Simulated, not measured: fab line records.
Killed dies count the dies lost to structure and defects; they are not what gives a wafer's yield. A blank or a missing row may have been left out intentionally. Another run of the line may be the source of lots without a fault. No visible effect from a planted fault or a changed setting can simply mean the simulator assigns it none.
Which of the tools did it? / flow n5-finfet / 36 wafers from 12 lots sampled at 4 of the route's 1938 steps

== WHAT EACH GAUGE READ, for each wafer ==
N5_BEOL_M15_RS_MEAS_54: a four-point-probe measurement. Usual: M15_RS 0.0216 ohm/sq, standard deviation 0.0003.
lot=L718; measured=day 12 01:52; on=film-metro-02; M15_RS (ohm/sq)=0.0221 0.0217 0.0217; flag=
lot=L719; measured=day 12 06:04; on=film-metro-01; M15_RS (ohm/sq)=0.0219 0.0213 0.0210; flag=
lot=L721; measured=day 13 03:49; on=film-metro-01; M15_RS (ohm/sq)=0.0214 0.0215 0.0213; flag=
lot=L724; measured=day 13 15:47; on=film-metro-01; M15_RS (ohm/sq)=0.0215 0.0221 0.0213; flag=
lot=L723; measured=day 13 16:37; on=film-metro-01; M15_RS (ohm/sq)=0.0216 0.0213 0.0218; flag=
lot=L725; measured=day 13 16:40; on=film-metro-02; M15_RS (ohm/sq)=0.0216 0.0211 0.0216; flag=
lot=L727; measured=day 14 09:22; on=film-metro-01; M15_RS (ohm/sq)=0.0217 0.0217 0.0209; flag=
lot=L733; measured=day 15 18:07; on=film-metro-01; M15_RS (ohm/sq)=0.0212 0.0215 0.0215; flag=
lot=L735; measured=day 16 17:55; on=film-metro-01; M15_RS (ohm/sq)=0.0217 0.0219 0.0218; flag=
lot=L736; measured=day 16 20:29; on=film-metro-02; M15_RS (ohm/sq)=0.0212 0.0214 0.0214; flag=
lot=L737; measured=day 17 07:21; on=film-metro-02; M15_RS (ohm/sq)=0.0217 0.0212 0.0217; flag=
lot=L738; measured=day 17 12:46; on=film-metro-02; M15_RS (ohm/sq)=0.0217 0.0220 0.0216; flag=

== TOOL THAT RAN EACH LOT (tool first, then ch and the chambers of the sampled wafers, then the start) ==
lot=L718; N5_BEOL_M15_PRE_CLEAN_42=pvd-sputter-01, day 12 00:23; N5_BEOL_M15_SPUTTER_43=pvd-sputter-01, day 12 00:26; N5_BEOL_M15_DEP_53=pecvd-04 ch 0,1,2, day 12 01:48
lot=L719; N5_BEOL_M15_PRE_CLEAN_42=pvd-sputter-02, day 12 04:40; N5_BEOL_M15_SPUTTER_43=pvd-sputter-02, day 12 04:43; N5_BEOL_M15_DEP_53=pecvd-02 ch 0,1, day 12 06:00
lot=L721; N5_BEOL_M15_PRE_CLEAN_42=pvd-sputter-02, day 13 02:32; N5_BEOL_M15_SPUTTER_43=pvd-sputter-02, day 13 02:34; N5_BEOL_M15_DEP_53=pecvd-04 ch 1,2, day 13 03:45
lot=L724; N5_BEOL_M15_PRE_CLEAN_42=pvd-sputter-03, day 13 14:29; N5_BEOL_M15_SPUTTER_43=pvd-sputter-03, day 13 14:31; N5_BEOL_M15_DEP_53=pecvd-04 ch 1,2, day 13 15:43
lot=L723; N5_BEOL_M15_PRE_CLEAN_42=pvd-sputter-01, day 13 15:20; N5_BEOL_M15_SPUTTER_43=pvd-sputter-01, day 13 15:23; N5_BEOL_M15_DEP_53=pecvd-02 ch 0,1,2, day 13 16:33
lot=L725; N5_BEOL_M15_PRE_CLEAN_42=pvd-sputter-03, day 13 15:22; N5_BEOL_M15_SPUTTER_43=pvd-sputter-03, day 13 15:24; N5_BEOL_M15_DEP_53=pecvd-04 ch 1,2, day 13 16:35
lot=L727; N5_BEOL_M15_PRE_CLEAN_42=pvd-sputter-02, day 14 08:04; N5_BEOL_M15_SPUTTER_43=pvd-sputter-02, day 14 08:07; N5_BEOL_M15_DEP_53=pecvd-04 ch 1,2, day 14 09:18
lot=L733; N5_BEOL_M15_PRE_CLEAN_42=pvd-sputter-01, day 15 16:44; N5_BEOL_M15_SPUTTER_43=pvd-sputter-01, day 15 16:47; N5_BEOL_M15_DEP_53=pecvd-04 ch 1,2, day 15 18:02
lot=L735; N5_BEOL_M15_PRE_CLEAN_42=pvd-sputter-03, day 16 16:36; N5_BEOL_M15_SPUTTER_43=pvd-sputter-03, day 16 16:38; N5_BEOL_M15_DEP_53=pecvd-03 ch 0,2, day 16 17:51
lot=L736; N5_BEOL_M15_PRE_CLEAN_42=pvd-sputter-01, day 16 19:13; N5_BEOL_M15_SPUTTER_43=pvd-sputter-01, day 16 19:15; N5_BEOL_M15_DEP_53=pecvd-04 ch 1,2, day 16 20:25
lot=L737; N5_BEOL_M15_PRE_CLEAN_42=pvd-sputter-03, day 17 06:02; N5_BEOL_M15_SPUTTER_43=pvd-sputter-03, day 17 06:05; N5_BEOL_M15_DEP_53=pecvd-04 ch 0,2, day 17 07:17
lot=L738; N5_BEOL_M15_PRE_CLEAN_42=pvd-sputter-01, day 17 10:47; N5_BEOL_M15_SPUTTER_43=pvd-sputter-01, day 17 10:50; N5_BEOL_M15_DEP_53=pecvd-02 ch 0,1, day 17 12:42
- N5_BEOL_M15_PRE_CLEAN_42: time 30 s.
- N5_BEOL_M15_SPUTTER_43: material TaN, target thk 15 nm, time 24.19 s.
- N5_BEOL_M15_DEP_53: deposits SiCN from 3MS/NH3, target thk 50 nm, time 17.8 s.

== AS READ BY THE TOOLS THEMSELVES (means over the sampled wafers that have a number; for cases with no such wafer, the mark the record gives instead) ==
N5_BEOL_M15_PRE_CLEAN_42. Usual: 470 W for heater-power-w, sd 48.
lot=L718; tool=pvd-sputter-01; heater-power-w (W)=515; flag=
lot=L719; tool=pvd-sputter-02; heater-power-w (W)=420; flag=
lot=L721; tool=pvd-sputter-02; heater-power-w (W)=452; flag=
lot=L724; tool=pvd-sputter-03; heater-power-w (W)=445; flag=
lot=L723; tool=pvd-sputter-01; heater-power-w (W)=482; flag=
lot=L725; tool=pvd-sputter-03; heater-power-w (W)=424; flag=
lot=L727; tool=pvd-sputter-02; heater-power-w (W)=473; flag=
lot=L733; tool=pvd-sputter-01; heater-power-w (W)=492; flag=
lot=L735; tool=pvd-sputter-03; heater-power-w (W)=465; flag=
lot=L736; tool=pvd-sputter-01; heater-power-w (W)=508; flag=
lot=L737; tool=pvd-sputter-03; heater-power-w (W)=437; flag=
lot=L738; tool=pvd-sputter-01; heater-power-w (W)=522; flag=

N5_BEOL_M15_SPUTTER_43. Usual: 30.1 % for throttle-valve-pct, sd 0.97.
lot=L718; tool=pvd-sputter-01; throttle-valve-pct (%)=31.3; flag=
lot=L719; tool=pvd-sputter-02; throttle-valve-pct (%)=29.0; flag=
lot=L721; tool=pvd-sputter-02; throttle-valve-pct (%)=29.5; flag=
lot=L724; tool=pvd-sputter-03; throttle-valve-pct (%)=29.6; flag=
lot=L723; tool=pvd-sputter-01; throttle-valve-pct (%)=31.4; flag=
lot=L725; tool=pvd-sputter-03; throttle-valve-pct (%)=30.0; flag=
lot=L727; tool=pvd-sputter-02; throttle-valve-pct (%)=29.5; flag=
lot=L733; tool=pvd-sputter-01; throttle-valve-pct (%)=31.4; flag=
lot=L735; tool=pvd-sputter-03; throttle-valve-pct (%)=29.1; flag=
lot=L736; tool=pvd-sputter-01; throttle-valve-pct (%)=30.6; flag=
lot=L737; tool=pvd-sputter-03; throttle-valve-pct (%)=29.7; flag=
lot=L738; tool=pvd-sputter-01; throttle-valve-pct (%)=31.5; flag=

N5_BEOL_M15_DEP_53. Usual: chamber-pressure-Torr 2.999 Torr, standard deviation 0.0072; rf-fwd-power-W 667.0 W, standard deviation 2.9; showerhead-plenum-p-Torr 4.140 Torr, standard deviation 0.02; throttle-valve-pct 18.2 %, standard deviation 0.86.
lot=L718; tool=pecvd-04; chamber-pressure-Torr (Torr)=3.005; rf-fwd-power-W (W)=668.4; showerhead-plenum-p-Torr (Torr)=4.140; throttle-valve-pct (%)=18.7; flag=
lot=L719; tool=pecvd-02; chamber-pressure-Torr (Torr)=2.997; rf-fwd-power-W (W)=664.6; showerhead-plenum-p-Torr (Torr)=4.125; throttle-valve-pct (%)=17.9; flag=
lot=L721; tool=pecvd-04; chamber-pressure-Torr (Torr)=2.998; rf-fwd-power-W (W)=668.6; showerhead-plenum-p-Torr (Torr)=4.135; throttle-valve-pct (%)=18.1; flag=
lot=L724; tool=pecvd-04; chamber-pressure-Torr (Torr)=-; rf-fwd-power-W (W)=-; showerhead-plenum-p-Torr (Torr)=-; throttle-valve-pct (%)=-; flag=OFF
lot=L723; tool=pecvd-02; chamber-pressure-Torr (Torr)=-; rf-fwd-power-W (W)=-; showerhead-plenum-p-Torr (Torr)=-; throttle-valve-pct (%)=-; flag=OFF
lot=L725; tool=pecvd-04; chamber-pressure-Torr (Torr)=2.999; rf-fwd-power-W (W)=668.8; showerhead-plenum-p-Torr (Torr)=4.140; throttle-valve-pct (%)=18.3; flag=
lot=L727; tool=pecvd-04; chamber-pressure-Torr (Torr)=3.005; rf-fwd-power-W (W)=668.0; showerhead-plenum-p-Torr (Torr)=4.133; throttle-valve-pct (%)=18.9; flag=
lot=L733; tool=pecvd-04; chamber-pressure-Torr (Torr)=2.993; rf-fwd-power-W (W)=669.8; showerhead-plenum-p-Torr (Torr)=4.130; throttle-valve-pct (%)=18.2; flag=
lot=L735; tool=pecvd-03; chamber-pressure-Torr (Torr)=2.999; rf-fwd-power-W (W)=667.1; showerhead-plenum-p-Torr (Torr)=4.155; throttle-valve-pct (%)=16.9; flag=
lot=L736; tool=pecvd-04; chamber-pressure-Torr (Torr)=2.996; rf-fwd-power-W (W)=667.1; showerhead-plenum-p-Torr (Torr)=4.136; throttle-valve-pct (%)=18.4; flag=
lot=L737; tool=pecvd-04; chamber-pressure-Torr (Torr)=2.999; rf-fwd-power-W (W)=670.3; showerhead-plenum-p-Torr (Torr)=4.129; throttle-valve-pct (%)=18.6; flag=
lot=L738; tool=pecvd-02; chamber-pressure-Torr (Torr)=2.995; rf-fwd-power-W (W)=663.3; showerhead-plenum-p-Torr (Torr)=4.129; throttle-valve-pct (%)=18.0; flag=

== THE ANSWER, worked out from the rows above alone ==
Rule: a lot is off if the mean of its wafers that have a number lies more than 3 standard deviations from the usual mean. Also off: a lot with no number at a reading for which 4 or more lots have one. Where the step has rows for the other lots, those lots are counted as sound. After the gauges, taken in route order, come the tools' own readings; for these a lot's mean is taken, as printed above. At the first step where some lot is off, the reading lying furthest off is the one used; lots without a number count as furthest.
Off: L724, L723, at N5_BEOL_M15_DEP_53 (chamber-pressure-Torr). Without a number there: L724, L723.
A tool fits if, at that step or a process step before it, it ran every lot that is off, and no sound lot after the first of them. Not one of the candidates tried fits.

== WHAT HAD BEEN PUT IN BY THE SIMULATOR ==
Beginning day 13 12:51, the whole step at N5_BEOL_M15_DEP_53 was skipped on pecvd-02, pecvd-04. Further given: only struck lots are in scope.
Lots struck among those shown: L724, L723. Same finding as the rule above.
